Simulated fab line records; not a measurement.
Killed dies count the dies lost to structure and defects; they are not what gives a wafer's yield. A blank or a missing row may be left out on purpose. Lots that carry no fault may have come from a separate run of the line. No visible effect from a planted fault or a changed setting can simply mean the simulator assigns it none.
A lot that was struck, set against a sound lot -- flow nand_harc -- 14 steps out of a route of 1159
Sound: these wafers, L267.1, L267.3, L267.5. Struck: wafers L282.2, L282.3, L282.6. The cause is named last.
Order at every step that has rows: each side's tool, ch and its chambers, its first start. Under that, the readings that differ: sound wafers -- struck wafers -- difference of the means -- sigmas: that difference in standard deviations of wafers without a fault.
alike: words and numbers the same on both sides, and readings whose means are apart by under 2 such deviations; not compared: readings that were withheld, readings missing a value for some wafer, numbers with overlapping values and no deviation given by the record, and bounds like >300 which may hide the same value.
The two part at a step that has a row with sigmas, a row that says differs or no value, or rows on one side only. Numbers that have no deviation but don't overlap get no sigmas and don't part them. A reading missing from all wafers of one side parts the sides only when that side holds two or more wafers.

NHARC_P_M2_PRE_CLEAN_32: time 12 s.
  sound on pecvd-03 ch 0,2, day 6 10:20; struck on pecvd-02 ch 0,1,2, day 10 07:09
  alike: heater_power_w
  not compared: since_wet_clean_h
NHARC_P_M2_DEP_33: deposits SiCN, target thk 30 nm.
  sound on pecvd-03 ch 0,2, day 6 10:26; struck on pecvd-02 ch 0,1,2, day 10 07:16
  alike: heater_power_w
  not compared: since_wet_clean_h
NHARC_P_BONDPAD_DEP_00: deposits SiCN, target thk 250 nm.
  sound on pecvd-01 ch 0,2, day 6 10:49; struck on pecvd-01 ch 0,1, day 10 07:40
  alike: heater_power_w
  not compared: since_wet_clean_h
NHARC_P_BONDPAD_CMP_32: polishes SiCN, target thk 200 nm.
  sound on cmp-03 ch 0,3, day 6 11:13; struck on cmp-02 ch 0,2,3, day 10 08:07
  alike: motor_current_A
NHARC_P_BONDPAD_THK_MEAS_33: measures by ellipsometry.
  sound on film_metro-01 at day 6 11:28; struck on film_metro-02 at day 10 08:22
  alike: thk_nm
then, 7 steps without rows for these wafers: NHARC_P_BONDPAD_SRD_34; NHARC_P_BONDPAD_DEHYDRATE_01 (time 120 s); NHARC_P_BONDPAD_HMDS_02 (time 30 s); NHARC_P_BONDPAD_COAT_36 (time 65 s); NHARC_P_BONDPAD_COAT_03 (resist thk 600 nm); NHARC_P_BONDPAD_SOFTBAKE_04 (time 70 s); NHARC_P_BONDPAD_EBR_05.
NHARC_P_BONDPAD_EXPOSE_06: exposes mask P BPAD.
  sound on krf_scanner-03 ch 0, day 6 11:53; struck on krf_scanner-01, day 10 08:47
  no value came back on the struck wafers for exposure_dose_mJ_cm2, focus_offset_nm (nm); on the sound wafers exposure_dose_mJ_cm2 reads 37.07 37.06 37.03
  alike: mask
then, 1 step without rows for these wafers: NHARC_P_BONDPAD_PEB_07 (peb time 80 s).

WHERE THEY PART
NHARC_P_BONDPAD_EXPOSE_06 only, going by this record.

WHY: the cause the simulator had injected
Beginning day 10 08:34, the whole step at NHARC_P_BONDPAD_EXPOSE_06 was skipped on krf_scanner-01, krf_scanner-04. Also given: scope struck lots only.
